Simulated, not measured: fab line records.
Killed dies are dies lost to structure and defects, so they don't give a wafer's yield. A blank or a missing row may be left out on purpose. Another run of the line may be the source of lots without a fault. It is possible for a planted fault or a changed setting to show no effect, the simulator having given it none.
8D (eight disciplines) problem report, filled in by code | flow n5_finfet | the parts of the form that need people (team, actions taken, sign-off) are left out

1. THE ISSUE
Across 2 wafers from 2 lots, M6_ILD_THK at N5_BEOL_M6_THK_MEAS_01 averages 133.2 nm, while fault-free wafers read 154.6 nm with a standard deviation of 2.9. Measured from the usual mean, that is -7.4 standard deviations.
First observed at day 13 09:20: wafer L426.1, on film_metro-01. The record has a number at this step for 33 wafers belonging to 11 lots. By rule, "out" or "out of limits" means more than 4 standard deviations away from the usual mean. All remaining wafers that have a number are taken as sound.

2. WHAT IT IS, AND WHAT IT ISN'T
question                    | is                           | is not
which readings at this step | M6_ILD_THK                   | -
which lots                  | L426, L427                   | L409, L410, L411, L414, L418, L421, L430, L431, L432
which wafers of those lots  | L426.1, L427.4               | L426.2, L426.6, L427.3, L427.5
read on which gauges        | film_metro-01, film_metro-02 | -
when                        | from day 13 09:20            | up to then (20 sound wafers); but 11 sound wafers of L427, L430, L431, L432 came after

3. WHAT RULES OUT EACH SUSPECT
Counting: a tool at a process step up to the reading stays a suspect if it ran every lot that is out. Sound lots after the first of them don't rule it out here, since some wafers of a struck lot are sound.
- the gauge at N5_BEOL_M6_THK_MEAS_01 has been ruled out. 2 gauges (film_metro-01, film_metro-02) read the wafers that are out.
- pecvd-01 at N5_BEOL_M6_ILD_DEP_00 (deposits SiCOH lowk from DEMS/porogen, target thk 179.75 nm, time 33.4 s): kept. Every lot that is out went through it, the first being L426 (day 13 08:45); the last sound lot it ran before that was L414 (day 9 22:58).
- In pecvd-01 at N5_BEOL_M6_ILD_DEP_00, the wafers that are out were processed in chamber 1 and their sound lot-mates in chambers 0, 2.
After counting, what remains is pecvd-01 at N5_BEOL_M6_ILD_DEP_00.

4. THE CAUSE (what the simulator had put in)
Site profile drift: pecvd-01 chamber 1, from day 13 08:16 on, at N5_BEOL_M6_ILD_DEP_00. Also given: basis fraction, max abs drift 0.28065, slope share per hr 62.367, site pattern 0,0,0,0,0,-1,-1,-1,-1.
This tool alone remained once counting was done.

5. SEQUENCE OF EFFECTS, ordered by route
Rows list readings where the struck wafers' mean (over those with a number) sits beyond 3 standard deviations from the usual. Readings are gone through only where the record gives a usual standard deviation; hours: the median, over the lots, of the time from a lot's start at the first step in this table giving one to that lot's start at this step; sigmas: the change measured in usual standard deviations.
hours | step                    | reading         | usual    | on struck wafers | change | sigmas
0     | N5_BEOL_M6_THK_MEAS_01  | M6_ILD_THK      | 154.6 nm | 133.2            | -21.4  | -7.4
86    | N5_PASSIVATION_PROBE_49 | killed_at_M4_up | 13       | 28               | +15    | +3.1
Here are the process steps it includes:
- N5_PASSIVATION_PROBE_49

6. WHAT WOULD HAVE CAUGHT IT SOONER
In this record the first reading out of limits at a measuring or inspecting step was taken at day 13 09:20, 1 hour after the fault began at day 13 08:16.
Tool readings at N5_BEOL_M6_ILD_DEP_00 with a usual standard deviation given in the record: none out on any struck wafer, hence no alarm at a limit of 4 standard deviations on them.
Among the 2 lots that are out, L427 began N5_BEOL_M6_ILD_DEP_00 on pecvd-01 after day 13 09:20. A hold on the tool at that time would have spared it.
